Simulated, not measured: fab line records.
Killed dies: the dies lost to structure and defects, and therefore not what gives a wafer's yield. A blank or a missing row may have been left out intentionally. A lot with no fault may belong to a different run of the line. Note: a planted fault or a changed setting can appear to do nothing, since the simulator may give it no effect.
Chamber matching    flow nandHarc    3 sister chambers for NHARC_THIN_TSV_DEP_43 on pecvd-01
The step deposits SiO2, target thk 1328.5 nm. 6 wafers are shown with their chamber, then 7 later ones without.

WAFERS WITH THEIR CHAMBER
wafer   chamber  throttleValvePct (%)
L088.2  2        16.0
L088.6  0        14.7
L090.5  1        16.6
L090.6  0        15.0
L092.2  1        16.8
L092.3  2        16.1

WAFERS WHOSE CHAMBER IS MISSING
wafer   throttleValvePct (%)
L092.6  16.1
L095.2  16.1
L095.4  15.0
L095.6  15.8
L096.3  14.7
L096.4  15.1
L096.6  16.1

WHICH CHAMBER EACH WENT THROUGH
wafer   from the rows above  in truth
L092.6  2                    2
L095.2  2                    2
L095.4  0                    0
L095.6  2                    2
L096.3  0                    0
L096.4  0                    0
L096.6  2                    2
Correct placement for 7 of the 7. Can't be placed from these rows: 0. Placed wrongly: 0.
How it was worked out, from the rows above alone: a wafer's distance from a chamber is the root of the sum, over the readings, of the square of ((its reading less the chamber's mean) divided by the reading's scatter). The wafer belongs to the nearest chamber; if the next one is less than 2 further off, it can't be placed. The mean given for a chamber averages the wafers shown for that chamber. How the scatter is found: for the shown wafers, subtract from each reading the mean of its chamber, square and add these, divide the total by (wafers less chambers), then take the root.
